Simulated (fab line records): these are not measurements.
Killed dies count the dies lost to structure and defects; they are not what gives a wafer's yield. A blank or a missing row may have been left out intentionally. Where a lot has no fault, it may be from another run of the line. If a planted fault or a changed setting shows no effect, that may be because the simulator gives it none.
Which tool did it? + flow nand-harc + Sampling: 6 lots, 18 wafers, 2 of 1159 route steps

WHAT EACH GAUGE READ, for each wafer
NHARC_HYBRID_BOND_OVL_MEAS_05.
| lot  | measured     | on         | overlay-x-nm (nm) |
|------|--------------|------------|-------------------|
| L547 | day 18 19:09 | overlay-01 | 9 31 -5           |
| L546 | day 18 19:09 | overlay-01 | 12 34 -32         |
| L545 | day 19 13:41 | overlay-01 | -16 -3 -11        |
| L550 | day 20 08:07 | overlay-02 | 39 17 8           |
| L555 | day 22 03:51 | overlay-01 | 6 2 21            |
| L563 | day 23 10:24 | overlay-01 | 1 19 17           |

WHICH TOOL RAN EACH LOT (tool, then ch and the chambers of the sampled wafers, then the start)
| lot  | NHARC_A_BONDPAD_PVD_27                  |
|------|-----------------------------------------|
| L547 | pvd-sputter-02, day 18 19:09 or earlier |
| L546 | pvd-sputter-01, day 18 19:09 or earlier |
| L545 | pvd-sputter-03, day 19 13:41 or earlier |
| L550 | pvd-sputter-03, day 20 08:07 or earlier |
| L555 | pvd-sputter-03, day 22 03:51 or earlier |
| L563 | pvd-sputter-01, day 23 10:24 or earlier |
- NHARC_A_BONDPAD_PVD_27: deposits Cu, target thk 30 nm, time 20.49 s.

THE ANSWER, worked out from the rows above alone
Rule: the lots themselves supply what counts as usual. The widest of any qualifying gaps counts: lots, ordered by their means at a reading, are off when they make up no more than a third of the lots, leave a main group of 4 or more, and stand apart from it by 3 or more times the standard deviation of that group's means. A main group whose means are all the same, to the digits that the tables above print for the reading, isn't used. A lot without any number at a reading at which 4 lots or more have one is off too. Where the step has rows for the other lots, those lots are counted as sound.
Nothing can be told from this: no lot is off at any reading shown.

WHAT HAD BEEN PUT IN BY THE SIMULATOR
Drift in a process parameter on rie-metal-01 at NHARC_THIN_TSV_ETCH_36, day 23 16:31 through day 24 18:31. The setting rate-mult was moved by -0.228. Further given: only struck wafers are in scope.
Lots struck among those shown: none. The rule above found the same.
